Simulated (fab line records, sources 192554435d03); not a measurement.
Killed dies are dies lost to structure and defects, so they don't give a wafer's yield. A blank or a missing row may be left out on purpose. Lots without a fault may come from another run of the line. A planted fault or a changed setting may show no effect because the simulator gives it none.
Split-lot experiment | flow n5_finfet | 7 lots, 39 wafers read, on a route of 1938 steps

THE SPLIT
At N5_BEOL_M4_TRENCH_ETCH_37 (etches SiOC in C4F6/O2, target depth 55.555 nm, time 29.2 s), the setting target_depth_a was moved away from the recipe's 555.55 angstrom on 15 of the 39 wafers read, by -28.4% to +54.5%. The other wafers ran this setting at the recipe's value.

FROM THE SPLIT TO THE READING: what the file shows between them, 8 steps
- N5_BEOL_M4_ETCH_41: etches SiCN in CH3F/O2, target depth 29.9 nm, time 52.5 s
- N5_BEOL_M4_STRIP_97: strips in N2/H2, time 10 s
- N5_BEOL_M4_OCD_MEAS_38
- N5_BEOL_M4_HM_STRIP_39: strips TiN in peroxide tin strip, target depth 25 nm, time 158 s
- N5_BEOL_M4_SRD_40: time 30 s
- N5_BEOL_M4_ECD_50: material Cu, target thk 300 nm
- N5_BEOL_M4_ANNEAL_51: time 90 s
- N5_BEOL_M4_CMP_52: polishes, stops on SiOC, t overpolish 6.8 s, target thk 40 nm

THE READING
M4_THK, in nm, at N5_BEOL_M4_THK_MEAS_53 (measures by xrf). Fault-free wafers of this fab line usually give 40.4 nm, standard deviation 1.5 nm.

wafer  | tool, chamber at the split | target_depth_a as run, angstrom | against the recipe | M4_THK, nm | against lot-mates on the recipe
L074.1 | rie_diel-03, 2             | 555.55                          | recipe             | 40.0       | -
L074.2 | rie_diel-03, 3             | 555.55                          | recipe             | 38.3       | -
L074.3 | rie_diel-03, 0             | 555.55                          | recipe             | 37.8       | -
L074.4 | rie_diel-03, 1             | 555.55                          | recipe             | 39.6       | -
L074.5 | rie_diel-03, 2             | 555.55                          | recipe             | 38.3       | -
L074.6 | rie_diel-03, 1             | 555.55                          | recipe             | 40.4       | -
L078.1 | rie_diel-05, 1             | 858.2                           | +54.5%             | 70.6       | +30.8
L078.2 | rie_diel-05, 3             | 555.55                          | recipe             | 40.0       | -
L078.3 | rie_diel-05, 2             | 555.55                          | recipe             | 39.5       | -
L078.4 | rie_diel-05, 0             | 555.55                          | recipe             | 40.0       | -
L078.5 | rie_diel-05, 1             | 858.2                           | +54.5%             | 68.3       | +28.5
L078.6 | rie_diel-05, 2             | 858.2                           | +54.5%             | 69.7       | +29.9
L086.1 | rie_diel-04, 2             | 555.55                          | recipe             | 41.5       | -
L086.2 | rie_diel-04, 0             | 403.7                           | -27.3%             | 25.6       | -17.1
L086.3 | rie_diel-04, 1             | 555.55                          | recipe             | 43.0       | -
L086.4 | rie_diel-04, 2             | 403.7                           | -27.3%             | 26.4       | -16.3
L086.5 | rie_diel-04, 0             | 555.55                          | recipe             | 43.7       | -
L086.6 | rie_diel-04, 1             | 403.7                           | -27.3%             | 28.4       | -14.3
L091.3 | rie_diel-03, 1             | 555.55                          | recipe             | 39.4       | -
L091.4 | rie_diel-03, 2             | 555.55                          | recipe             | 42.2       | -
L091.6 | rie_diel-03, 3             | 555.55                          | recipe             | 41.1       | -
L092.1 | rie_diel-05, 1             | 555.55                          | recipe             | 41.2       | -
L092.2 | rie_diel-05, 0             | 397.7                           | -28.4%             | 24.9       | -15.5
L092.3 | rie_diel-05, 3             | 555.55                          | recipe             | 40.0       | -
L092.4 | rie_diel-05, 2             | 555.55                          | recipe             | 39.9       | -
L092.5 | rie_diel-05, 3             | 397.7                           | -28.4%             | 24.3       | -16.1
L092.6 | rie_diel-05, 2             | 397.7                           | -28.4%             | 24.3       | -16.1
L095.1 | rie_diel-04, 0             | 424.9                           | -23.5%             | 27.5       | -13.7
L095.2 | rie_diel-04, 3             | 555.55                          | recipe             | 44.0       | -
L095.3 | rie_diel-04, 2             | 424.9                           | -23.5%             | 26.8       | -14.4
L095.4 | rie_diel-04, 1             | 424.9                           | -23.5%             | 27.9       | -13.3
L095.5 | rie_diel-04, 2             | 555.55                          | recipe             | 40.1       | -
L095.6 | rie_diel-04, 3             | 555.55                          | recipe             | 39.5       | -
L097.1 | rie_diel-04, 1             | 555.55                          | recipe             | 41.6       | -
L097.2 | rie_diel-04, 0             | 668.4                           | +20.3%             | 54.4       | +12.1
L097.3 | rie_diel-04, 3             | 555.55                          | recipe             | 44.4       | -
L097.4 | rie_diel-04, 2             | 668.4                           | +20.3%             | 53.1       | +10.8
L097.5 | rie_diel-04, 1             | 555.55                          | recipe             | 41.0       | -
L097.6 | rie_diel-04, 2             | 668.4                           | +20.3%             | 51.2       | +8.9

THE FIT
A straight line over all 39 wafers: M4_THK changes by +0.541 nm for each +1% of target_depth_a; r = +0.99; the points scatter about the line by 1.6 nm.
The same after taking each lot's own level away (the mean of its wafers on the recipe; 39 wafers): +0.554 nm for each +1%; r = +1.00; scatter 1.1 nm.
On that fit, the largest move of target_depth_a shifts the reading by 30 nm.
The lots' own levels span 39.07 to 42.73 nm, that is 2.4 times the standard deviation above.
So the lot-to-lot level changes the slope little: the two slopes agree.
Check: with one of the wafers moved furthest among these (+54.5%) left out of the fit, the line predicts +29.8 nm for it against its lot-mates. It came out at +30.8 nm against them.

THE WHOLE CHAIN: every reading that the file lists as answering this split, in the file's order
step                      | what it does                                                  | reading                                                                          | change (the file's fit)                                                           | r (the file's)
N5_BEOL_M4_TRENCH_ETCH_37 | etches SiOC in C4F6/O2, target depth 55.555 nm, time 29.2 s   | BEOL_M4.feature_depth_nm (the simulator's own value, which no gauge read)        | +0.546 nm for each +1% of the setting                                             | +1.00
N5_BEOL_M4_TRENCH_ETCH_37 | etches SiOC in C4F6/O2, target depth 55.555 nm, time 29.2 s   | etch.depth_nm (the simulator's own value, which no gauge read)                   | +0.545 nm for each +1% of the setting                                             | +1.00
N5_BEOL_M4_TRENCH_ETCH_37 | etches SiOC in C4F6/O2, target depth 55.555 nm, time 29.2 s   | TiN_of_BEOL_M4_HM_DEP_02.thk_nm (the simulator's own value, which no gauge read) | -0.0229 nm for each +1% of the setting                                            | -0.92
N5_BEOL_M4_OCD_MEAS_38    |                                                               | trench_depth_nm                                                                  | +0.544 nm for each +1% of the setting                                             | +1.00
N5_BEOL_M4_CMP_52         | polishes, stops on SiOC, t overpolish 6.8 s, target thk 40 nm | Cu_of_BEOL_M4_ECD_50.thk_nm (the simulator's own value, which no gauge read)     | +0.549 nm for each +1% of the setting                                             | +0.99
N5_BEOL_M4_THK_MEAS_53    | measures by xrf                                               | M4_THK                                                                           | +0.555 for each +1% of the setting                                                | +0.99
N5_BEOL_M4_RS_MEAS_58     | measures by four-point-probe                                  | M4_RS                                                                            | not straight: 1.30 at the lowest setting, 0.67 at the recipe, 0.34 at the highest | not given

THE FILE'S OWN FIT
M4_THK changes by +0.555 nm for each +1% of target_depth_a, r = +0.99.
